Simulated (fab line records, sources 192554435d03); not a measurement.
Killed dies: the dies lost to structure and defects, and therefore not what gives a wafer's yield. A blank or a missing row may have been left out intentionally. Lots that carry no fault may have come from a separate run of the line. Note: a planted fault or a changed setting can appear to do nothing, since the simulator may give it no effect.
Matching of chambers / flow n5 finfet / N5_BEOL_M1_STRIP_66 on rie diel-01 has 4 sister chambers
The step strips in CF4. 30 wafers are shown with their chamber, then 12 later ones without.

EACH WAFER AND ITS CHAMBER
wafer=L074.1; chamber=3; showerhead plenum p Torr (Torr)=1.83; drypump motor current A (A)=6.1; throttle valve pct (%)=13.38
wafer=L074.4; chamber=3; showerhead plenum p Torr (Torr)=1.83; drypump motor current A (A)=6.0; throttle valve pct (%)=13.38
wafer=L074.6; chamber=0; showerhead plenum p Torr (Torr)=1.74; drypump motor current A (A)=5.5; throttle valve pct (%)=13.11
wafer=L075.2; chamber=2; showerhead plenum p Torr (Torr)=1.74; drypump motor current A (A)=5.2; throttle valve pct (%)=13.07
wafer=L075.3; chamber=3; showerhead plenum p Torr (Torr)=1.83; drypump motor current A (A)=6.0; throttle valve pct (%)=13.40
wafer=L075.6; chamber=3; showerhead plenum p Torr (Torr)=1.83; drypump motor current A (A)=6.0; throttle valve pct (%)=13.41
wafer=L080.1; chamber=2; showerhead plenum p Torr (Torr)=1.74; drypump motor current A (A)=5.3; throttle valve pct (%)=13.09
wafer=L080.2; chamber=0; showerhead plenum p Torr (Torr)=1.73; drypump motor current A (A)=5.5; throttle valve pct (%)=13.12
wafer=L080.3; chamber=1; showerhead plenum p Torr (Torr)=1.76; drypump motor current A (A)=5.4; throttle valve pct (%)=13.16
wafer=L080.4; chamber=3; showerhead plenum p Torr (Torr)=1.83; drypump motor current A (A)=6.0; throttle valve pct (%)=13.41
wafer=L080.5; chamber=2; showerhead plenum p Torr (Torr)=1.74; drypump motor current A (A)=5.3; throttle valve pct (%)=13.10
wafer=L080.6; chamber=1; showerhead plenum p Torr (Torr)=1.76; drypump motor current A (A)=5.4; throttle valve pct (%)=13.15
wafer=L081.1; chamber=1; showerhead plenum p Torr (Torr)=1.76; drypump motor current A (A)=5.4; throttle valve pct (%)=13.16
wafer=L081.2; chamber=0; showerhead plenum p Torr (Torr)=1.73; drypump motor current A (A)=5.5; throttle valve pct (%)=13.11
wafer=L081.4; chamber=2; showerhead plenum p Torr (Torr)=1.74; drypump motor current A (A)=5.3; throttle valve pct (%)=13.09
wafer=L082.2; chamber=3; showerhead plenum p Torr (Torr)=1.83; drypump motor current A (A)=6.0; throttle valve pct (%)=13.44
wafer=L082.3; chamber=2; showerhead plenum p Torr (Torr)=1.74; drypump motor current A (A)=5.2; throttle valve pct (%)=13.10
wafer=L082.4; chamber=1; showerhead plenum p Torr (Torr)=1.76; drypump motor current A (A)=5.4; throttle valve pct (%)=13.18
wafer=L083.1; chamber=0; showerhead plenum p Torr (Torr)=1.73; drypump motor current A (A)=5.5; throttle valve pct (%)=13.13
wafer=L083.5; chamber=0; showerhead plenum p Torr (Torr)=1.73; drypump motor current A (A)=5.5; throttle valve pct (%)=13.12
wafer=L083.6; chamber=1; showerhead plenum p Torr (Torr)=1.76; drypump motor current A (A)=5.4; throttle valve pct (%)=13.18
wafer=L085.1; chamber=1; showerhead plenum p Torr (Torr)=1.76; drypump motor current A (A)=5.4; throttle valve pct (%)=13.19
wafer=L085.3; chamber=0; showerhead plenum p Torr (Torr)=1.73; drypump motor current A (A)=5.5; throttle valve pct (%)=13.16
wafer=L085.5; chamber=3; showerhead plenum p Torr (Torr)=1.82; drypump motor current A (A)=6.0; throttle valve pct (%)=13.46
wafer=L088.1; chamber=3; showerhead plenum p Torr (Torr)=1.82; drypump motor current A (A)=6.0; throttle valve pct (%)=13.47
wafer=L088.2; chamber=1; showerhead plenum p Torr (Torr)=1.76; drypump motor current A (A)=5.5; throttle valve pct (%)=13.19
wafer=L088.3; chamber=0; showerhead plenum p Torr (Torr)=1.73; drypump motor current A (A)=5.5; throttle valve pct (%)=13.18
wafer=L088.4; chamber=2; showerhead plenum p Torr (Torr)=1.73; drypump motor current A (A)=5.2; throttle valve pct (%)=13.14
wafer=L088.5; chamber=3; showerhead plenum p Torr (Torr)=1.82; drypump motor current A (A)=6.0; throttle valve pct (%)=13.47
wafer=L088.6; chamber=0; showerhead plenum p Torr (Torr)=1.73; drypump motor current A (A)=5.5; throttle valve pct (%)=13.18

SIGNATURES (averages over the wafers above)
reading=showerhead plenum p Torr; chamber 0=1.7312; chamber 1=1.7600; chamber 2=1.7383; chamber 3=1.8267; scatter within a chamber=0.00378
reading=drypump motor current A; chamber 0=5.500; chamber 1=5.414; chamber 2=5.250; chamber 3=6.011; scatter within a chamber=0.0353
reading=throttle valve pct; chamber 0=13.1387; chamber 1=13.1729; chamber 2=13.0983; chamber 3=13.4244; scatter within a chamber=0.0285
Rule: for each reading, subtract the chamber's mean from the wafer's reading, divide by that reading's scatter and square the result; add these up over the readings and take the root, which gives the wafer's distance from the chamber. If the next closest chamber is less than 2 further off than the closest, the wafer can't be placed; otherwise it belongs to the closest. The scatter: the root of (the sum of the squares of (reading less its chamber's mean) over the shown wafers, divided by (wafers less chambers)).

WAFERS MISSING THEIR CHAMBER
wafer=L089.1; showerhead plenum p Torr (Torr)=1.76; drypump motor current A (A)=5.4; throttle valve pct (%)=13.20
wafer=L089.4; showerhead plenum p Torr (Torr)=1.82; drypump motor current A (A)=6.0; throttle valve pct (%)=13.45
wafer=L089.6; showerhead plenum p Torr (Torr)=1.82; drypump motor current A (A)=6.0; throttle valve pct (%)=13.50
wafer=L090.3; showerhead plenum p Torr (Torr)=1.73; drypump motor current A (A)=5.3; throttle valve pct (%)=13.15
wafer=L090.4; showerhead plenum p Torr (Torr)=1.73; drypump motor current A (A)=5.5; throttle valve pct (%)=13.17
wafer=L090.6; showerhead plenum p Torr (Torr)=1.73; drypump motor current A (A)=5.5; throttle valve pct (%)=13.17
wafer=L093.1; showerhead plenum p Torr (Torr)=1.73; drypump motor current A (A)=5.3; throttle valve pct (%)=13.15
wafer=L093.2; showerhead plenum p Torr (Torr)=1.75; drypump motor current A (A)=5.4; throttle valve pct (%)=13.22
wafer=L093.3; showerhead plenum p Torr (Torr)=1.72; drypump motor current A (A)=5.5; throttle valve pct (%)=13.18
wafer=L093.4; showerhead plenum p Torr (Torr)=1.82; drypump motor current A (A)=6.0; throttle valve pct (%)=13.47
wafer=L093.5; showerhead plenum p Torr (Torr)=1.75; drypump motor current A (A)=5.4; throttle valve pct (%)=13.23
wafer=L093.6; showerhead plenum p Torr (Torr)=1.72; drypump motor current A (A)=5.5; throttle valve pct (%)=13.17

THE CHAMBER EACH PASSED THROUGH
wafer=L089.1; from the rows above=1; in truth=1
wafer=L089.4; from the rows above=3; in truth=3
wafer=L089.6; from the rows above=3; in truth=3
wafer=L090.3; from the rows above=2; in truth=2
wafer=L090.4; from the rows above=0; in truth=0
wafer=L090.6; from the rows above=0; in truth=0
wafer=L093.1; from the rows above=2; in truth=2
wafer=L093.2; from the rows above=1; in truth=1
wafer=L093.3; from the rows above=0; in truth=0
wafer=L093.4; from the rows above=3; in truth=3
wafer=L093.5; from the rows above=1; in truth=1
wafer=L093.6; from the rows above=0; in truth=0
Correctly placed: 12 of 12. Left unplaced by these rows: 0. 0 placed wrongly.
